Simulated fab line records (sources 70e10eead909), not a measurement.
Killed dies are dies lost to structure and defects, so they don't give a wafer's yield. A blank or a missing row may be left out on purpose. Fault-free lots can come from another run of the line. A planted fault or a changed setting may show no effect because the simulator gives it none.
fab line records	flow nand_harc
record: lots: 5	wafers: 15	last_day: 24
route steps=1159 shown P_ZERO_WELL@68 P_STI@69 END@1159
lots with no fault: from the same line, run without faults
start_h: the number of hours between the record's first day and the start of the first shown wafer of the lot	wait_h: time in hours since the lot's previous step	" same as the row above	L1.1+2: a single row standing in for several wafers	- no value, or no start given	* or withheld: withheld	< > ~ a bound
route shown NAME@n: names a module that has steps shown in the file, with the first one's number in the route	usual: mean/standard deviation taken from wafers without a fault	same: alike in all rows	chamber/n: place in a boat	sites: readings site by site	_std_site: the values' standard deviation	_edge_site: the outer-site mean with the inner-site mean subtracted	radius_mm: how far each site lies from the wafer's centre	mask NAME#n: copy n	behind: the tool/chamber that last shaped the wafer	hold: cause of the lot's hold/its duration in hours/its outcome	device: the n, p or np transistor that did not switch	end of line: the same wafers' tests at the end of the route	a step without rows: its recipe alone	killed: the dies lost at the first sort to structure and to defects; this is not the yield of the wafer	map: shows each die of a wafer: x if killed, . if not, _ if none is there
set.NAME: setting as actually run; set.NAME@STEP: the setting as run at that earlier step	model.NAME: the simulator's own value behind a step, which no gauge read
certain route steps with their lots: each step a table, each wafer a row
services: the hour from which a tool's chamber was out of use, counted from the record's first day as start_h (under 0 if before that day), plus the number of hours and why
== steps ==
step: NHARC_P_ZERO_WELL_INSPECT_43
usual: raw_defect_count: 14/6.1
lot.wafer	tool	chamber	start_h	wait_h	raw_defect_count
L872.3	defect_inspect-01	-	19.66	0.4	6
L872.4	"	-	"	"	10
L872.5	"	-	"	"	7
L879.1	defect_inspect-01	-	61.38	0.6	15
L879.3	"	-	"	"	10
L879.6	"	-	"	"	22
L888.3	defect_inspect-02	-	115.66	0.4	9
L888.5	"	-	"	"	11
L888.6	"	-	"	"	20
L892.3	defect_inspect-01	-	139.76	0.4	5
L892.4	"	-	"	"	16
L892.5	"	-	"	"	14
L894.3	defect_inspect-01	-	151.76	0.3	15
L894.5	"	-	"	"	6
L894.6	"	-	"	"	8
step: NHARC_P_STI_ETCH_26
recipe: target_depth_a: 110	chemistry: dHF	material: SiO2
step: NHARC_P_STI_PRECLEAN_27
recipe: time_s: *	temp_c: 50	bath_age_min: 0	chemistry: SC1
step: NHARC_P_STI_SRD_28
step: NHARC_P_STI_OXIDE_29
recipe: target_thk_a: 100	temp_c: 900	ox_time_s: 1362	material: SiO2
step: NHARC_P_STI_HM_DEP_30
recipe: target_thk_a: 800	temp_c: 790	pressure_mtorr: 300	time_s: 873	material: Si3N4
step: NHARC_P_STI_DEHYDRATE_01
recipe: temp_c: 150	time_s: 120
step: NHARC_P_STI_HMDS_02
recipe: time_s: 30
step: NHARC_P_STI_COAT_41
recipe: temp_c: 200	time_s: 65
step: NHARC_P_STI_COAT_03
recipe: spin_rpm: 2000	resist_thk_nm: 600
step: NHARC_P_STI_SOFTBAKE_04
recipe: temp_c: 125	time_s: 70
step: NHARC_P_STI_EBR_05
step: NHARC_P_STI_EXPOSE_06
recipe: na: 0.55	target_cd_nm: 200	dose_mj: 37.69	mask_id: P_STI
usual: stage_vel_mm_s: 499.97/0.22
lot.wafer	tool	chamber	start_h	wait_h	mask	stage_vel_mm_s
L872.3	krf_scanner-01	0	36.65	-	P_STI#0	499.96
L872.4	"	0	"	"	P_STI#0	500.21
L872.5	"	0	"	"	P_STI#0	499.91
L879.1	krf_scanner-02	0	77.39	-	P_STI_R1#0	500.09
L879.3	"	0	"	"	P_STI_R1#0	500.16
L879.6	"	0	"	"	P_STI_R1#0	500.26
L888.3	krf_scanner-02	0	132.09	-	P_STI#0	499.81
L888.5	"	0	"	"	P_STI#0	500.13
L888.6	"	0	"	"	P_STI#0	500.16
L892.3	krf_scanner-02	0	157.96	-	P_STI#0	499.89
L892.4	"	0	"	"	P_STI#0	499.67
L892.5	"	0	"	"	P_STI#0	499.76
L894.3	krf_scanner-01	0	166.95	-	P_STI#0	499.49
L894.5	"	0	"	"	P_STI#0	499.87
L894.6	"	0	"	"	P_STI#0	500.14
step: NHARC_P_STI_PEB_07
recipe: peb_temp_c: 128	peb_time_s: 80
step: NHARC_P_STI_DEVELOP_08
recipe: time_s: 50	dev_temp_c: 22
step: NHARC_P_STI_CD_MEAS_09
recipe: target_cd_nm: 200	landing_energy_ev: 500
usual: cd_nm: 201.5/2.6
lot.wafer	tool	chamber	start_h	wait_h	cd_nm
L872.3	cd_sem-01	0	36.79	-	204.4
L872.4	"	0	"	"	200.3
L872.5	"	0	"	"	205.3
L879.1	cd_sem-03	0	77.55	-	203.6
L879.3	"	0	"	"	209.4
L879.6	"	0	"	"	208.1
L888.3	cd_sem-01	0	132.24	-	205.8
L888.5	"	0	"	"	203.0
L888.6	"	0	"	"	202.3
L892.3	cd_sem-01	0	158.11	-	200.7
L892.4	"	0	"	"	201.2
L892.5	"	0	"	"	196.9
L894.3	cd_sem-03	0	167.09	-	200.9
L894.5	"	0	"	"	203.0
L894.6	"	0	"	"	199.6
step: NHARC_P_STI_OVL_MEAS_10
usual: overlay_x_nm: 0/6.7	overlay_y_nm: 1/5.4
lot.wafer	tool	chamber	start_h	wait_h	overlay_x_nm	overlay_y_nm
L872.3	overlay-01	-	36.88	-	9	5
L872.4	"	-	"	"	9	6
L872.5	"	-	"	"	9	5
L879.1	overlay-01	-	77.64	-	0	1
L879.3	"	-	"	"	0	0
L879.6	"	-	"	"	0	1
L888.3	overlay-01	-	132.32	-	-2	0
L888.5	"	-	"	"	-2	0
L888.6	"	-	"	"	-2	0
L892.3	overlay-02	-	158.19	-	-5	-9
L892.4	"	-	"	"	-5	-10
L892.5	"	-	"	"	-5	-9
L894.3	overlay-02	-	167.18	-	1	1
L894.5	"	-	"	"	0	1
L894.6	"	-	"	"	1	1
step: NHARC_P_STI_INSPECT_11
usual: raw_defect_count: 5.8/2.7
lot.wafer	tool	chamber	start_h	wait_h	raw_defect_count
L872.3	defect_inspect-02	-	36.91	0.0	8
L872.4	"	-	"	"	2
L872.5	"	-	"	"	9
L879.1	defect_inspect-02	-	77.67	0.0	9
L879.3	"	-	"	"	2
L879.6	"	-	"	"	7
L888.3	defect_inspect-01	-	132.36	0.0	10
L888.5	"	-	"	"	0
L888.6	"	-	"	"	6
L892.3	defect_inspect-01	-	158.23	0.0	3
L892.4	"	-	"	"	6
L892.5	"	-	"	"	7
L894.3	defect_inspect-01	-	167.21	0.0	5
L894.5	"	-	"	"	4
L894.6	"	-	"	"	9
step: NHARC_P_STI_HARDBAKE_13
recipe: temp_c: 118	time_s: 65
step: NHARC_P_STI_DESCUM_14
recipe: time_s: 3	o2_flow_sccm: 200	ar_flow_sccm: 0	bias_power_w: 0	chemistry: O2
usual: drypump_motor_current_A: 5.6/0.38	o2_flow_sccm: 200.0/0.81	oes_product_au: 1.004/0.01	rf_vpp_V: 57.8/0.79	showerhead_plenum_p_Torr: 1.90/0.076	throttle_valve_pct: 11.310/0.0081
same: time_s: 3
lot.wafer	tool	chamber	start_h	wait_h	drypump_motor_current_A	o2_flow_sccm	oes_product_au	rf_hours_counter_h	rf_vpp_V	showerhead_plenum_p_Torr	throttle_valve_pct	model.P_STI.cd_nm
L872.3	rie_diel-10	0	37.06	-	5.2	201.0	1.018	0.6	57.5	1.81	11.295	204.4
L872.4	"	1	"	"	5.6	200.2	1.001	0.5	56.5	1.85	11.320	200.5
L872.5	"	3	"	"	5.9	200.3	1.019	-	58.2	1.94	11.306	206
L879.1	rie_diel-10	0	77.82	-	5.2	199.1	1.003	1.7	57.9	1.81	11.314	204
L879.3	"	1	"	"	5.5	199.2	1.012	1.6	57.4	1.85	11.313	209.8
L879.6	"	2	"	"	5.3	199.6	1.012	-	57.9	2.04	11.305	208.6
L888.3	rie_diel-07	2	132.51	-	5.7	199.4	0.990	4.5	58.8	1.96	11.314	206.6
L888.6	"	0	"	"	5.7	200.9	1.008	-	57.4	1.95	11.303	203.4
L888.5	"	1	"	"	4.9	199.1	0.990	-	58.3	1.94	11.314	202.9
L892.4	rie_diel-07	1	158.37	-	4.9	200.7	1.003	6.2	56.7	1.94	11.300	201.7
L892.3	"	3	"	"	6.3	199.6	0.991	6.0	58.4	1.79	11.299	201.1
L892.5	"	1	"	"	4.9	200.0	1.010	-	58.9	1.94	11.309	196.9
L894.3	rie_diel-07	0	167.35	-	5.7	199.2	1.022	6.8	56.5	1.95	11.307	201.9
L894.6	"	0	"	"	5.6	199.1	1.022	-	57.3	1.95	11.304	200.2
L894.5	"	2	"	"	5.7	200.5	0.994	-	57.2	1.95	11.297	203.6
step: NHARC_P_STI_ETCH_42
recipe: target_depth_a: 800	overetch_a: 240	time_s: 61	ion_energy_ev: 200	n2_flow_sccm: 150	h2_flow_sccm: 150	ar_flow_sccm: 0	rf_w: 400	bias_w: 150	chemistry: N2/H2
usual: bias_w: 150.0/0.44	drypump_motor_current_A: 5.6/0.38	oes_product_au: 1.008/0.01	rf_vpp_V: 430.2/2.5	showerhead_plenum_p_Torr: 2.03/0.081	throttle_valve_pct: 14.172/0.0094
same: time_s: 61
lot.wafer	tool	chamber	start_h	wait_h	bias_w	drypump_motor_current_A	oes_product_au	rf_hours_counter_h	rf_vpp_V	showerhead_plenum_p_Torr	throttle_valve_pct
L872.4	rie_diel-10	0	37.14	0.1	149.2	5.2	1.017	0.6	426.7	1.93	14.165
L872.3	"	1	"	"	149.7	5.5	1.016	0.5	426.7	1.97	14.163
L872.5	"	3	"	"	150.4	6.0	1.033	-	431.6	2.07	14.173
L879.3	rie_diel-10	2	77.90	0.1	150.1	5.3	1.016	1.6	435.1	2.18	14.189
L879.1	"	3	"	"	150.6	5.9	1.013	1.7	430.7	2.07	14.161
L879.6	"	1	"	"	150.7	5.5	1.000	-	428.2	1.97	14.159
L888.3	rie_diel-07	1	132.58	0.1	149.9	4.9	0.990	4.4	431.4	2.07	14.168
L888.6	"	0	"	"	149.3	5.7	1.019	-	431.9	2.08	14.182
L888.5	"	1	"	"	149.9	4.9	0.994	-	430.8	2.07	14.174
L892.4	rie_diel-07	0	158.45	0.1	150.2	5.6	1.009	6.0	431.0	2.08	14.170
L892.3	"	3	"	"	150.0	6.3	1.003	6.0	427.3	1.91	14.175
L892.5	"	1	"	"	149.9	4.9	1.002	-	431.2	2.07	14.172
L894.3	rie_diel-07	3	167.46	0.1	149.7	6.3	1.003	6.9	426.0	1.91	14.167
L894.5	"	3	"	"	149.9	6.3	1.001	-	426.8	1.91	14.176
L894.6	"	0	"	"	149.8	5.7	1.014	-	431.3	2.08	14.182
step: NHARC_P_STI_ETCH_31
recipe: target_depth_a: 1089	time_s: 54.5	cf4_flow_sccm: 100	chf3_flow_sccm: 30	ar_flow_sccm: 0	rf_w: 500	bias_w: 200	chemistry: CF4/CHF3
usual: bias_w: 199.9/0.59	drypump_motor_current_A: 5.6/0.38	oes_product_au: 0.966/0.018	rf_vpp_V: 370.5/2.2	showerhead_plenum_p_Torr: 1.57/0.059	throttle_valve_pct: 16.803/0.0092
same: time_s: 54.5
lot.wafer	tool	chamber	start_h	wait_h	bias_w	drypump_motor_current_A	oes_product_au	rf_hours_counter_h	rf_vpp_V	showerhead_plenum_p_Torr	throttle_valve_pct
L872.4	rie_diel-10	1	-	-	199.7	5.5	0.973	0.5	368.9	1.52	16.805
L872.3	"	2	"	"	199.7	5.3	0.966	0.5	374.3	1.68	16.803
L872.5	"	0	"	"	200.3	5.2	0.965	-	369.0	1.49	16.788
L879.3	rie_diel-10	3	-	-	199.1	5.9	0.978	1.8	369.9	1.59	16.804
L879.1	"	0	"	"	200.4	5.2	0.987	1.8	367.4	1.49	16.793
L879.6	"	0	"	"	199.9	5.2	0.968	-	366.5	1.49	16.810
L888.3	rie_diel-07	2	-	-	199.9	5.8	0.980	4.5	373.0	1.61	16.806
L888.5	"	0	"	"	198.8	5.6	0.969	-	371.7	1.60	16.811
L888.6	"	1	"	"	200.2	4.9	0.963	-	371.5	1.60	16.804
L892.4	rie_diel-07	2	-	-	199.7	5.8	0.925	6.1	371.7	1.61	16.802
L892.3	"	1	"	"	200.7	4.9	0.927	6.2	372.5	1.60	16.805
L892.5	"	3	"	"	200.1	6.3	0.910	-	367.4	1.48	16.785
L894.3	rie_diel-07	0	-	-	199.7	5.7	0.963	6.9	369.9	1.60	16.797
L894.5	"	0	"	"	200.0	5.7	0.962	-	372.1	1.60	16.804
L894.6	"	3	"	"	199.8	6.2	0.945	-	367.6	1.48	16.791
step: NHARC_P_STI_ETCH_15
recipe: target_depth_a: 3000	taper_deg: 4	time_s: 100.1	hbr_flow_sccm: 150	cl2_flow_sccm: 50	rf_w: 400	icp_w: 400	bias_w: 100	chemistry: HBr/Cl2
usual: bias_w: 100.0/0.34	drypump_motor_current_A: 6.0/0.38	oes_product_au: 1.004/0.0094	throttle_valve_pct: 26.406/0.0085
same: time_s: 100.1
lot.wafer	tool	chamber	start_h	wait_h	bias_w	drypump_motor_current_A	oes_product_au	rf_hours_counter_h	throttle_valve_pct	model.P_STI.cd_nm
L872.4	rie_si-06	0	37.32	-	100.2	6.1	1.009	0.2	26.402	199.5
L872.3	"	1	"	"	99.9	5.4	1.002	0.1	26.403	201.4
L872.5	"	0	"	"	100.0	6.1	1.002	-	26.405	203.9
L879.3	rie_si-03	3	78.20	-	99.7	6.4	1.002	0.7	26.406	210.6
L879.1	"	1	"	"	100.4	5.8	0.993	0.6	26.410	202.5
L879.6	"	3	"	"	100.2	6.4	0.998	-	26.422	206.4
L888.3	rie_si-03	1	132.77	-	99.4	5.8	0.996	0.9	26.409	206
L888.5	"	1	"	"	99.7	5.8	0.993	-	26.403	201.8
L888.6	"	0	"	"	99.4	5.3	1.006	-	26.415	202
L892.4	rie_si-02	0	158.66	-	99.4	6.0	1.008	0.8	26.403	200.9
L892.3	"	2	"	"	100.0	6.0	1.013	0.7	26.407	199.8
L892.5	"	0	"	"	99.4	6.1	1.005	-	26.412	196
L894.3	rie_si-02	1	167.67	-	100.5	6.9	0.994	0.8	26.399	201.8
L894.5	"	0	"	"	100.0	6.1	1.014	-	26.398	204.3
L894.6	"	1	"	"	100.0	6.8	1.002	-	26.395	199.8
step: NHARC_P_STI_CD_MEAS_16
usual: cd_nm: 201.2/2.8
lot.wafer	tool	chamber	start_h	wait_h	cd_nm
L872.3	cd_sem-01	-	37.49	-	201.6
L872.4	"	-	"	"	199.5
L872.5	"	-	"	"	203.8
L879.1	cd_sem-02	-	78.36	-	202.2
L879.3	"	-	"	"	210.7
L879.6	"	-	"	"	206.3
L888.3	cd_sem-02	-	132.97	-	206.0
L888.5	"	-	"	"	201.9
L888.6	"	-	"	"	201.6
L892.3	cd_sem-01	-	158.81	-	200.0
L892.4	"	-	"	"	201.1
L892.5	"	-	"	"	196.3
L894.3	cd_sem-01	-	167.83	-	201.8
L894.5	"	-	"	"	204.0
L894.6	"	-	"	"	200.4
step: NHARC_END_SORT_01
recipe: temp_c: 25
usual: killed_at_array: 28/11	killed_at_other: 0.5/0.85	killed_at_periphery: 2.7/1.9	killed_dies: 32/12	killed_open: 3.3/1.6	killed_short: 2.1/1.5
same: gross_dies: 677
lot.wafer	tool	chamber	start_h	wait_h	killed_at_array	killed_at_other	killed_at_periphery	killed_dies	killed_open	killed_short
L888.5	prober-02	0	551.55	3.7	35	0	2	37	3	2
killed by level:class
L888.5 A_CHANNEL_HOLE_D1:chamber_film_flake=21 A_ZERO_WELL:chamber_film_flake=3 A_STAIRCASE:chamber_film_flake=2 A_WL_FILL:chamber_film_flake=2 A_CONTACT:chamber_film_flake=2 P_M2:geometric_particle:open=1 A_CHANNEL_FILL_D1:geometric_particle:open=1 A_CHANNEL_FILL_D1:geometric_particle:short=1
== services ==
tool	chamber	start_h	hours	kind
rie_diel-07	0	30.31	-	clean
rie_diel-07	1	30.31	-	clean
rie_diel-07	2	30.31	-	clean
rie_diel-07	3	30.31	-	clean
rie_si-02	-	34.00	9.0	pm
rie_si-03	-	37.22	0.1	repair
krf_scanner-02	-	38.00	4.0	pm
krf_scanner-01	-	43.54	0.9	repair
rie_diel-07	-	51.20	9.0	pm
rie_diel-07	0	51.20	9.0	vent_cycle
rie_diel-07	1	51.20	9.0	vent_cycle
rie_diel-07	2	51.20	9.0	vent_cycle
rie_diel-07	3	51.20	9.0	vent_cycle
rie_si-06	-	63.24	0.3	repair
krf_scanner-02	-	73.97	0.8	repair
krf_scanner-01	-	84.00	4.0	pm
krf_scanner-02	-	90.53	0.2	repair
rie_diel-10	2	107.46	4.0	repair
rie_diel-10	3	111.97	11.0	repair
rie_diel-07	0	122.63	2.6	repair
rie_si-03	3	129.62	23.5	repair
rie_si-03	1	151.38	8.8	repair
rie_si-03	-	155.00	9.0	pm
rie_diel-07	1	161.81	8.7	repair
== key ==
first_sign: step: NHARC_P_STI_EXPOSE_06	reading: mask	direction: changed
effect: step: NHARC_P_STI_CD_MEAS_09	reading: cd_nm	direction: up	sigmas: 2.1	usual: 201.5	struck: 207.0
model_effect: step: NHARC_P_STI_DESCUM_14	value: P_STI.cd_nm	without: 201.2	struck: 207.5
model_effect: step: NHARC_P_STI_ETCH_15	value: P_STI.cd_nm	without: 200.2	struck: 206.5
met_at NHARC_P_STI_EXPOSE_06
struck_wafers L879.1,L879.3,L879.6
tester_left_out L879
fault: kind: wrong_mask	tool: any	chamber: -	onset_h: 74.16	steps: NHARC_P_STI_EXPOSE_06	aux_copy: P_STI_R1#0	cd_offset_nm: 6.2498	scope: struck_lots_only
tester_left_out: of these lots the tester's yield and bins aren't shown, on N5 and GAA mostly nor the transistor test; their killed dies are dies lost to structure and defects alone, not to doping, threshold or leakage, so they don't give the yield
